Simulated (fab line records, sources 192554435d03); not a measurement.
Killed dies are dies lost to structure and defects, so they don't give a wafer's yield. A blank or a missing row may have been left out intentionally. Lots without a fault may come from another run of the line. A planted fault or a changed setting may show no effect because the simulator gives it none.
What tool caused it? -- flow n5_finfet -- Sampling: 24 lots, 72 wafers, 6 of 1938 route steps

== WHAT EACH GAUGE READ, for each wafer ==
N5_PMOS_HMC_CHANNEL_EPI_THK_MEAS_22. Usual: HMC_CMP_THK 53.8 nm, standard deviation 0.84.
lot,measured,on,HMC_CMP_THK (nm),flag
L074,day 1 19:31,film_metro-01,53.1 55.5 53.1,
L075,day 2 02:11,film_metro-01,52.7 54.9 55.0,
L076,day 2 07:58,film_metro-01,53.5 54.7 55.3,
L077,day 2 14:42,film_metro-01,53.5 53.7 53.4,
L078,day 2 19:17,film_metro-01,55.3 53.4 55.5,
L079,day 3 01:17,film_metro-01,53.5 55.3 53.3,
L080,day 3 07:52,film_metro-01,55.4 53.9 54.4,
L081,day 3 13:42,film_metro-01,53.1 54.4 54.0,
L082,day 3 19:53,film_metro-02,54.7 53.2 53.0,
L083,day 4 02:23,film_metro-02,54.8 54.3 53.0,
L084,day 4 08:35,film_metro-02,53.6 54.2 53.5,
L085,day 4 14:15,film_metro-01,53.1 53.0 53.0,
L086,day 4 20:24,film_metro-01,55.0 52.8 52.9,
L087,day 5 01:50,film_metro-01,53.0 52.7 53.2,
L088,day 5 08:45,film_metro-02,55.4 53.0 53.5,
L089,day 5 13:44,film_metro-02,54.0 54.5 54.9,
L090,day 5 20:29,film_metro-02,55.7 54.7 53.6,
L091,day 6 01:45,film_metro-02,54.8 53.8 54.0,
L092,day 6 07:59,film_metro-01,53.2 52.8 52.7,
L093,day 6 14:23,film_metro-02,53.8 53.1 53.5,
L094,day 6 20:08,film_metro-02,52.2 52.4 52.8,
L095,day 7 02:21,film_metro-01,53.0 53.9 53.3,
L096,day 7 08:23,film_metro-02,53.3 53.6 54.2,
L097,day 7 13:44,film_metro-02,54.9 53.3 53.6,

N5_STI_FIN_REVEAL_INSPECT_13: inspects for defects (darkfield). Usual: raw_defect_count 11, standard deviation 4.8.
lot,measured,on,raw_defect_count,flag
L074,day 2 12:50,defect_inspect-02,15 10 11,
L075,day 2 20:58,defect_inspect-01,4 10 10,
L076,day 3 00:56,defect_inspect-02,9 13 8,
L077,day 3 07:15,defect_inspect-01,12 4 4,
L078,day 3 12:59,defect_inspect-01,13 7 5,
L079,day 3 17:41,defect_inspect-01,21 11 17,
L080,day 4 01:13,defect_inspect-02,6 10 8,
L081,day 4 05:58,defect_inspect-01,12 3 9,
L082,day 4 12:31,defect_inspect-01,13 14 2,
L083,day 4 20:26,defect_inspect-01,6 8 5,
L084,day 5 01:49,defect_inspect-02,8 17 7,
L085,day 5 08:47,defect_inspect-02,14 11 16,
L086,day 5 14:32,defect_inspect-02,7 8 12,
L087,day 5 19:00,defect_inspect-02,12 20 7,
L088,day 6 02:39,defect_inspect-02,20 16 16,
L089,day 6 08:05,defect_inspect-01,8 9 14,
L090,day 6 13:17,defect_inspect-01,9 12 8,
L091,day 6 18:22,defect_inspect-01,13 13 16,
L092,day 7 00:32,defect_inspect-02,7 15 10,
L093,day 7 08:09,defect_inspect-01,13 12 9,
L094,day 7 13:21,defect_inspect-02,8 14 12,
L095,day 7 18:49,defect_inspect-02,20 5 12,
L096,day 8 01:32,defect_inspect-01,12 7 9,
L097,day 8 06:37,defect_inspect-01,11 8 10,

== WHAT TOOL EACH LOT RAN ON (gives the tool, then ch and the chambers of the sampled wafers, and finally the start) ==
lot,N5_ZERO_LAYER_ETCH_17,N5_PMOS_HMC_CHANNEL_EPI_ETCH_32,N5_FIN_SAQP_PECVD_06,N5_FIN_SAQP_SPACER2_ETCHBACK_29
L074,"rie_diel-02 ch 0,1,3, day 1 12:44","rie_diel-02 ch 1,2,3, day 1 16:53","pecvd-02 ch 1,2, day 1 20:59","rie_diel-06 ch 1,2, day 2 01:07"
L075,"rie_diel-05 ch 1,3, day 1 18:43","rie_diel-05 ch 0,3, day 1 23:53","pecvd-02 ch 0,1, day 2 03:46","rie_diel-03 ch 0,2,3, day 2 08:59"
L076,"rie_diel-04 ch 0,2,3, day 2 00:43","rie_diel-02 ch 1,2,3, day 2 05:20","pecvd-02 ch 0,1, day 2 09:20","rie_diel-03 ch 0,1, day 2 13:31"
L077,"rie_diel-05 ch 0,2,3, day 2 06:43","rie_diel-02 ch 0,1, day 2 12:17","pecvd-02 ch 0,1, day 2 15:59","rie_diel-03 ch 1,2, day 2 19:56"
L078,"rie_diel-05 ch 1,2,3, day 2 12:43","rie_diel-02 ch 0,1,3, day 2 17:04","pecvd-01 ch 0,1, day 2 20:34","rie_diel-03 ch 0,1,2, day 3 01:26"
L079,"rie_diel-02 ch 1,3, day 2 18:49","rie_diel-04 ch 2,3, day 2 23:04","pecvd-02 ch 0,1, day 3 02:34","rie_diel-01 ch 0,2, day 3 06:40"
L080,"rie_diel-04 ch 0,2, day 3 00:44","rie_diel-05 ch 0,1,2, day 3 05:38","pecvd-01 ch 0,1, day 3 09:09","rie_diel-06 ch 0,1,3, day 3 14:05"
L081,"rie_diel-04 ch 0,2, day 3 06:44","rie_diel-05 ch 1,3, day 3 11:27","pecvd-02 ch 0,1, day 3 15:05","rie_diel-01 ch 0,1,2, day 3 19:01"
L082,"rie_diel-04 ch 2,3, day 3 12:44","rie_diel-02 ch 0,1, day 3 17:23","pecvd-03 ch 0,1, day 3 21:07","rie_diel-01 ch 1,2, day 4 01:28"
L083,"rie_diel-04 ch 0,2,3, day 3 18:44","rie_diel-05 ch 0,2,3, day 3 23:25","pecvd-03 ch 0,1,2, day 4 03:42","rie_diel-01 ch 0,1,2, day 4 09:00"
L084,"rie_diel-04 ch 0,2,3, day 4 00:57","rie_diel-05 ch 2,3, day 4 06:01","pecvd-03 ch 0,1,2, day 4 09:49","rie_diel-06 ch 1,3, day 4 14:35"
L085,"rie_diel-05 ch 0,3, day 4 06:51","rie_diel-02 ch 0,2,3, day 4 11:44","pecvd-03 ch 0,1,2, day 4 15:57","rie_diel-01 ch 1,2,3, day 4 21:20"
L086,"rie_diel-02 ch 2,3, day 4 12:44","rie_diel-02 ch 0,1,3, day 4 18:05","pecvd-03 ch 0,1,2, day 4 22:56","rie_diel-06 ch 0,2, day 5 03:32"
L087,"rie_diel-02 ch 0,3, day 4 18:50","rie_diel-05 ch 0,1,3, day 4 23:19","pecvd-03 ch 0,1,2, day 5 03:04","rie_diel-01 ch 0,2, day 5 07:17"
L088,"rie_diel-04 ch 0,2,3, day 5 00:52","rie_diel-05 ch 0,1,2, day 5 06:14","pecvd-02 ch 0,2, day 5 10:41","rie_diel-06 ch 1,2,3, day 5 15:40"
L089,"rie_diel-04 ch 0,1,2, day 5 06:45","rie_diel-05 ch 0,1, day 5 11:17","pecvd-03 ch 0,1,2, day 5 15:40","rie_diel-01 ch 1,2,3, day 5 20:36"
L090,"rie_diel-04 ch 0,2,3, day 5 12:50","rie_diel-05 ch 0,2,3, day 5 17:34","pecvd-02 ch 0,1, day 5 21:55","rie_diel-06 ch 0,2,3, day 6 02:22"
L091,"rie_diel-05 ch 0,1,2, day 5 18:52","rie_diel-04 ch 1,3, day 5 23:32","pecvd-02 ch 0,1,2, day 6 02:59","rie_diel-03 ch 0,1,2, day 6 07:17"
L092,"rie_diel-04 ch 0,1, day 6 00:57","rie_diel-04 ch 0,2,3, day 6 05:46","pecvd-01 ch 1,2, day 6 09:19","rie_diel-01 ch 1,2, day 6 13:30"
L093,"rie_diel-04 ch 0,3, day 6 07:05","rie_diel-02 ch 0,1, day 6 11:46","pecvd-02 ch 0,1,2, day 6 15:44","rie_diel-06 ch 0,2,3, day 6 20:07"
L094,"rie_diel-04 ch 0,1,2, day 6 12:55","rie_diel-05 ch 0,1,2, day 6 17:40","pecvd-01 ch 0,1,2, day 6 21:35","rie_diel-03 ch 0,1,3, day 7 02:03"
L095,"rie_diel-05 ch 1,2,3, day 6 18:43","rie_diel-05 ch 2,3, day 6 23:37","pecvd-03 ch 0,2, day 7 03:48","rie_diel-03 ch 0,2,3, day 7 08:00"
L096,"rie_diel-02 ch 1,2, day 7 00:43","rie_diel-04 ch 0,2, day 7 05:41","pecvd-01 ch 1,2, day 7 09:59","rie_diel-01 ch 2,3, day 7 14:11"
L097,"rie_diel-04 ch 1,2,3, day 7 07:01","rie_diel-02 ch 0,2, day 7 11:18","pecvd-02 ch 0,1,2, day 7 15:17","rie_diel-06 ch 1,3, day 7 19:16"
- N5_ZERO_LAYER_ETCH_17: etches SiO2 in CF4, target depth 12 nm, time 13.3 s.
- N5_PMOS_HMC_CHANNEL_EPI_ETCH_32: etches BARC in N2/H2, stops on SiO2, target depth 85.8 nm, time 50.3 s.
- N5_FIN_SAQP_PECVD_06: deposits a-Si from SiH4/He, target thk 60 nm, time 48.1 s.
- N5_FIN_SAQP_SPACER2_ETCHBACK_29: etches SiO2 in CHF3/O2, target depth 12.2 nm, time 6.1 s.

== WHAT THE TOOLS THEMSELVES READ (means of the sampled wafers that have a number; where no wafer has one, the mark that the record gives instead) ==
N5_ZERO_LAYER_ETCH_17. Usual: drypump_motor_current_A 5.7 A, standard deviation 0.44; oes_product_au 0.77 a.u., standard deviation 0.062; rf_vpp_V 948 V, standard deviation 3.5; showerhead_plenum_p_Torr 2.14 Torr, standard deviation 0.054; throttle_valve_pct 15.67 %, standard deviation 0.14.
lot,tool,drypump_motor_current_A (A),oes_product_au (a.u.),rf_vpp_V (V),showerhead_plenum_p_Torr (Torr),throttle_valve_pct (%),flag
L074,rie_diel-02,5.9,0.78,948,2.12,15.68,
L075,rie_diel-05,6.3,0.77,950,2.19,15.64,
L076,rie_diel-04,5.6,0.76,947,2.12,15.64,
L077,rie_diel-05,5.8,0.84,950,2.17,15.60,
L078,rie_diel-05,5.9,0.77,951,2.19,15.59,
L079,rie_diel-02,5.9,0.76,948,2.11,15.62,
L080,rie_diel-04,5.9,0.76,947,2.12,15.79,
L081,rie_diel-04,5.5,0.75,945,2.10,15.77,
L082,rie_diel-04,5.6,0.73,948,2.13,15.58,
L083,rie_diel-04,5.6,0.75,946,2.11,15.68,
L084,rie_diel-04,5.6,0.74,946,2.11,15.67,
L085,rie_diel-05,6.1,0.87,949,2.16,15.70,
L086,rie_diel-02,6.0,0.74,949,2.16,15.59,
L087,rie_diel-02,5.8,0.73,950,2.12,15.70,
L088,rie_diel-04,5.6,0.74,947,2.11,15.69,
L089,rie_diel-04,5.5,0.80,947,2.13,15.72,
L090,rie_diel-04,5.6,0.73,947,2.11,15.70,
L091,rie_diel-05,5.9,0.76,953,2.21,15.66,
L092,rie_diel-04,5.2,0.84,949,2.15,15.64,
L093,rie_diel-04,5.2,0.72,945,2.08,15.69,
L094,rie_diel-04,5.5,0.78,948,2.13,15.76,
L095,rie_diel-05,5.9,0.74,950,2.17,15.64,
L096,rie_diel-02,6.1,0.76,948,2.12,15.85,
L097,rie_diel-04,5.6,0.77,948,2.15,15.65,

N5_PMOS_HMC_CHANNEL_EPI_ETCH_32. Usual: drypump_motor_current_A 5.9 A, standard deviation 0.38; h2_flow_sccm 199.9 sccm, standard deviation 0.6; oes_product_au 0.67 a.u., standard deviation 0.05; rf_vpp_V 524.2 V, standard deviation 2.2; showerhead_plenum_p_Torr 2.55 Torr, standard deviation 0.078; throttle_valve_pct 17.87 %, standard deviation 0.18.
lot,tool,drypump_motor_current_A (A),h2_flow_sccm (sccm),oes_product_au (a.u.),rf_vpp_V (V),showerhead_plenum_p_Torr (Torr),throttle_valve_pct (%),flag
L074,rie_diel-02,6.1,199.9,0.67,524.2,2.56,17.94,
L075,rie_diel-05,6.1,201.0,0.74,523.5,2.50,17.62,
L076,rie_diel-02,6.1,200.0,0.66,523.9,2.56,17.94,
L077,rie_diel-02,6.0,199.7,0.69,522.6,2.49,18.10,
L078,rie_diel-02,5.9,200.0,0.66,522.6,2.51,17.97,
L079,rie_diel-04,5.9,199.4,0.64,523.0,2.54,17.81,
L080,rie_diel-05,5.9,199.6,0.67,526.1,2.63,17.82,
L081,rie_diel-05,6.2,199.9,0.67,523.9,2.51,17.66,
L082,rie_diel-02,5.9,200.2,0.66,522.4,2.51,18.07,
L083,rie_diel-05,5.8,200.3,0.69,524.5,2.56,17.74,
L084,rie_diel-05,5.8,200.3,0.68,523.7,2.52,17.63,
L085,rie_diel-02,6.0,200.1,0.64,525.0,2.57,17.91,
L086,rie_diel-02,5.9,199.6,0.65,523.6,2.51,17.99,
L087,rie_diel-05,6.2,199.7,0.68,524.6,2.55,17.79,
L088,rie_diel-05,5.9,200.0,0.66,526.6,2.62,17.86,
L089,rie_diel-05,6.2,200.5,0.65,526.5,2.61,17.89,
L090,rie_diel-05,5.8,200.1,0.68,525.4,2.56,17.76,
L091,rie_diel-04,5.2,200.1,0.72,524.5,2.57,17.71,
L092,rie_diel-04,5.6,199.9,0.62,522.1,2.49,17.83,
L093,rie_diel-02,5.9,200.1,0.65,523.6,2.50,18.10,
L094,rie_diel-05,5.9,199.7,0.65,525.8,2.62,17.87,
L095,rie_diel-05,5.6,200.4,0.65,525.4,2.58,17.72,
L096,rie_diel-04,5.5,200.3,0.62,520.9,2.46,17.94,
L097,rie_diel-02,6.1,199.8,0.63,525.3,2.60,18.00,

N5_FIN_SAQP_PECVD_06. Usual: heater_power_w 820 W, standard deviation 88; showerhead_plenum_p_Torr 5.68 Torr, standard deviation 0.048; throttle_valve_pct 18.3 %, standard deviation 1.2.
lot,tool,heater_power_w (W),showerhead_plenum_p_Torr (Torr),throttle_valve_pct (%),flag
L074,pecvd-02,731,5.72,18.8,
L075,pecvd-02,772,5.71,17.9,
L076,pecvd-02,879,5.67,18.2,
L077,pecvd-02,893,5.67,18.3,
L078,pecvd-01,916,5.67,20.8,
L079,pecvd-02,748,5.72,18.1,
L080,pecvd-01,857,5.67,20.9,
L081,pecvd-02,820,5.67,18.4,
L082,pecvd-03,819,5.66,18.4,
L083,pecvd-03,798,5.68,18.2,
L084,pecvd-03,780,5.68,18.0,
L085,pecvd-03,847,5.69,18.1,
L086,pecvd-03,835,5.67,18.0,
L087,pecvd-03,821,5.68,18.2,
L088,pecvd-02,797,5.63,17.2,
L089,pecvd-03,832,5.68,18.2,
L090,pecvd-02,800,5.71,18.0,
L091,pecvd-02,789,5.68,17.7,
L092,pecvd-01,864,5.70,20.2,
L093,pecvd-02,778,5.68,17.9,
L094,pecvd-01,819,5.67,19.5,
L095,pecvd-03,717,5.69,17.8,
L096,pecvd-01,921,5.70,19.1,
L097,pecvd-02,822,5.67,17.7,

N5_FIN_SAQP_SPACER2_ETCHBACK_29. Usual: drypump_motor_current_A 5.5 A, standard deviation 0.49; oes_product_au 0.79 a.u., standard deviation 0.073; rf_vpp_V 525 V, standard deviation 7.2; showerhead_plenum_p_Torr 2.42 Torr, standard deviation 0.081; throttle_valve_pct 18.90 %, standard deviation 0.24.
lot,tool,drypump_motor_current_A (A),oes_product_au (a.u.),rf_vpp_V (V),showerhead_plenum_p_Torr (Torr),throttle_valve_pct (%),flag
L074,rie_diel-06,5.3,0.86,531,2.38,18.85,
L075,rie_diel-03,6.0,0.73,527,2.43,19.07,
L076,rie_diel-03,5.3,0.82,525,2.41,18.70,
L077,rie_diel-03,5.4,0.78,525,2.34,18.85,
L078,rie_diel-03,5.6,0.78,526,2.39,18.87,
L079,rie_diel-01,5.3,0.81,520,2.50,19.10,
L080,rie_diel-06,5.1,0.83,525,2.43,18.78,
L081,rie_diel-01,5.5,0.76,519,2.44,19.06,
L082,rie_diel-01,5.3,0.78,516,2.49,19.12,
L083,rie_diel-01,5.5,0.76,518,2.44,19.07,
L084,rie_diel-06,5.1,0.84,532,2.38,18.58,
L085,rie_diel-01,5.8,0.81,521,2.49,18.91,
L086,rie_diel-06,5.2,0.81,524,2.38,18.96,
L087,rie_diel-01,5.3,0.78,519,2.49,19.13,
L088,rie_diel-06,5.1,0.84,532,2.37,18.76,
L089,rie_diel-01,5.8,0.79,521,2.49,18.92,
L090,rie_diel-06,5.1,0.80,525,2.39,18.82,
L091,rie_diel-03,5.6,0.75,526,2.38,18.90,
L092,rie_diel-01,5.3,0.76,516,2.48,19.15,
L093,rie_diel-06,5.0,0.80,525,2.39,18.84,
L094,rie_diel-03,5.6,0.83,526,2.43,18.84,
L095,rie_diel-03,5.9,0.80,526,2.41,19.00,
L096,rie_diel-01,6.0,0.84,527,2.54,18.77,
L097,rie_diel-06,5.2,0.80,531,2.40,18.76,

== THE ANSWER, worked out from the rows above alone ==
Rule: a lot is off if the mean of its wafers that have a number lies more than 3 standard deviations from the usual mean. A lot without any number at a reading at which 4 lots or more have one is off too. The other lots that the step has rows for count as sound. First the gauges in route order, then the tools' own readings, where a lot's mean is used as printed above. The first step at which some lot is off is used, and at that step the reading that is off furthest; a lot without a number counts as furthest.
None of the lots is off at any reading shown; this tells nothing.

== WHAT THE SIMULATOR HAD INSERTED ==
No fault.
